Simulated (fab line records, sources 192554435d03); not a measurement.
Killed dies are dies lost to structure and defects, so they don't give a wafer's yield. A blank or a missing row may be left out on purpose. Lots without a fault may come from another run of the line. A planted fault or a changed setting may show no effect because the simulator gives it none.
Split-lot experiment | flow n5_finfet | 7 lots, 21 wafers read, on a route of 1938 steps

THE SPLIT
At N5_BEOL_M13_SPUTTER_44 (material Ta, target thk 10 nm, time 16.13 s), the setting power_w was moved away from the recipe's 15000 W on 4 of the 21 wafers read, by -12.9% to +16.3%. The other wafers ran this setting at the recipe's value.

The reading is taken at the split's own step.

THE READING
Ta_of_BEOL_M13_SPUTTER_44.thk_nm (the simulator's own value, which no gauge read), in nm, at N5_BEOL_M13_SPUTTER_44 (material Ta, target thk 10 nm, time 16.13 s). The file gives no usual value for it. The 17 wafers here that ran the recipe average 10.0 nm, standard deviation 0.15 nm.

wafer  | tool, chamber at the split | power_w as run, W | against the recipe | Ta_of_BEOL_M13_SPUTTER_44.thk_nm, nm | against lot-mates on the recipe
L076.3 | pvd_sputter-01, -          | 16350             | +9.0%              | 10.8                                 | +0.7
L076.4 | pvd_sputter-01, -          | 15000             | recipe             | 10.2                                 | -
L076.6 | pvd_sputter-01, -          | 15000             | recipe             | 10                                   | -
L090.1 | pvd_sputter-01, -          | 15000             | recipe             | 10                                   | -
L090.2 | pvd_sputter-01, -          | 15000             | recipe             | 9.8                                  | -
L090.3 | pvd_sputter-01, -          | 15000             | recipe             | 9.8                                  | -
L092.1 | pvd_sputter-01, -          | 15000             | recipe             | 10                                   | -
L092.6 | pvd_sputter-01, -          | 15000             | recipe             | 10                                   | -
L092.5 | pvd_sputter-01, -          | 15000             | recipe             | 10.2                                 | -
L094.2 | pvd_sputter-02, -          | 15000             | recipe             | 10.2                                 | -
L094.6 | pvd_sputter-02, -          | 15000             | recipe             | 10.2                                 | -
L094.3 | pvd_sputter-02, -          | 15000             | recipe             | 10                                   | -
L091.1 | pvd_sputter-02, -          | 15000             | recipe             | 10                                   | -
L091.3 | pvd_sputter-02, -          | 15000             | recipe             | 10.2                                 | -
L091.6 | pvd_sputter-02, -          | 13070             | -12.9%             | 8.8                                  | -1.3
L095.4 | pvd_sputter-02, -          | 15000             | recipe             | 10.2                                 | -
L095.5 | pvd_sputter-02, -          | 15000             | recipe             | 10.2                                 | -
L095.6 | pvd_sputter-02, -          | 15000             | recipe             | 10                                   | -
L096.1 | pvd_sputter-03, -          | 17440             | +16.3%             | 11.2                                 | +1.4
L096.3 | pvd_sputter-03, -          | 17440             | +16.3%             | 11.4                                 | +1.6
L096.4 | pvd_sputter-03, -          | 15000             | recipe             | 9.8                                  | -

THE FIT
A straight line over all 21 wafers: Ta_of_BEOL_M13_SPUTTER_44.thk_nm changes by +0.0826 nm for each +1% of power_w; r = +0.96; the points scatter about the line by 0.15 nm.
The same after taking each lot's own level away (the mean of its wafers on the recipe; 21 wafers): +0.0931 nm for each +1%; r = +0.99; scatter 0.1 nm.
On that fit, the largest move of power_w shifts the reading by 1.5 nm.
The lots' own levels span 9.80 to 10.13 nm, that is 2.3 times the standard deviation above.
So the lot-to-lot level changes the slope: the two fits differ.
Check: with one of the wafers moved furthest among these (+16.3%) left out of the fit, the line predicts +1.56 nm for it against its lot-mates. It came out at +1.4 nm against them.

THE FILE'S OWN FIT
Ta_of_BEOL_M13_SPUTTER_44.thk_nm changes by +0.0928 nm for each +1% of power_w, r = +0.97.
